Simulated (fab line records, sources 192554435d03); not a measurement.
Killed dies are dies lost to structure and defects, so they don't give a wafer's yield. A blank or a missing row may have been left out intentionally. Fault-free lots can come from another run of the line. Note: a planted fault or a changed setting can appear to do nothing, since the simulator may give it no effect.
Matching of chambers	flow n5Finfet	4 sister chambers for N5_FIN_SAQP_HM_OPEN_33 on rieDiel-01
The step chemistry CH3F/O2, target SiNx, target depth 49.4 nm, time 70.6 s. 18 wafers are shown with their chamber, then 9 later ones without.

EACH WAFER AND ITS CHAMBER
wafer	chamber	rfVppV (V)	showerheadPlenumPTorr (Torr)	throttleValvePct (%)
L075.2	0	292	2.04	15.99
L075.3	1	295	2.05	16.24
L075.5	0	290	2.04	16.01
L081.2	2	308	2.05	16.46
L081.5	0	291	2.03	16.03
L081.6	1	295	2.04	16.25
L084.2	0	292	2.03	16.05
L084.4	0	290	2.03	16.05
L084.6	1	294	2.04	16.27
L088.1	3	300	2.07	16.55
L088.3	2	307	2.05	16.01
L088.4	0	289	2.03	16.04
L090.1	0	292	2.03	16.05
L090.2	3	301	2.07	16.57
L090.3	1	296	2.03	16.31
L091.1	0	291	2.03	16.05
L091.3	2	307	2.05	16.02
L091.6	0	291	2.03	16.06

SIGNATURES, as means of the wafers listed above
reading	chamber 0	chamber 1	chamber 2	chamber 3	scatter within a chamber
rfVppV	290.89	295.00	307.33	300.50	0.928
showerheadPlenumPTorr	2.0322	2.0400	2.0500	2.0700	0.00504
throttleValvePct	16.0367	16.2675	16.1633	16.5600	0.0998
Rule: distance of a wafer from a chamber = root of the sum over the readings of ((wafer's reading minus chamber's mean) / reading's scatter) squared. If the next closest chamber is less than 2 further off than the closest, the wafer can't be placed; otherwise it belongs to the closest. The scatter is the square root of a quotient: the sum, over the shown wafers, of each reading's squared deviation from its chamber's mean, divided by wafers minus chambers.

WAFERS WITHOUT THEIR CHAMBER
wafer	rfVppV (V)	showerheadPlenumPTorr (Torr)	throttleValvePct (%)
L094.2	295	2.03	16.34
L094.3	306	2.05	16.04
L094.6	290	2.02	16.08
L095.2	301	2.07	16.59
L095.4	296	2.03	16.32
L095.5	295	2.03	16.34
L097.2	301	2.07	16.60
L097.3	291	2.02	16.11
L097.5	308	2.04	16.06

WHICH CHAMBER EACH WENT THROUGH
wafer	from the rows above	in truth
L094.2	1	1
L094.3	2	2
L094.6	0	0
L095.2	3	3
L095.4	1	1
L095.5	1	1
L097.2	3	3
L097.3	0	0
L097.5	2	2
9 of 9 placed correctly. Can't be placed from these rows: 0. Number placed wrongly: 0.
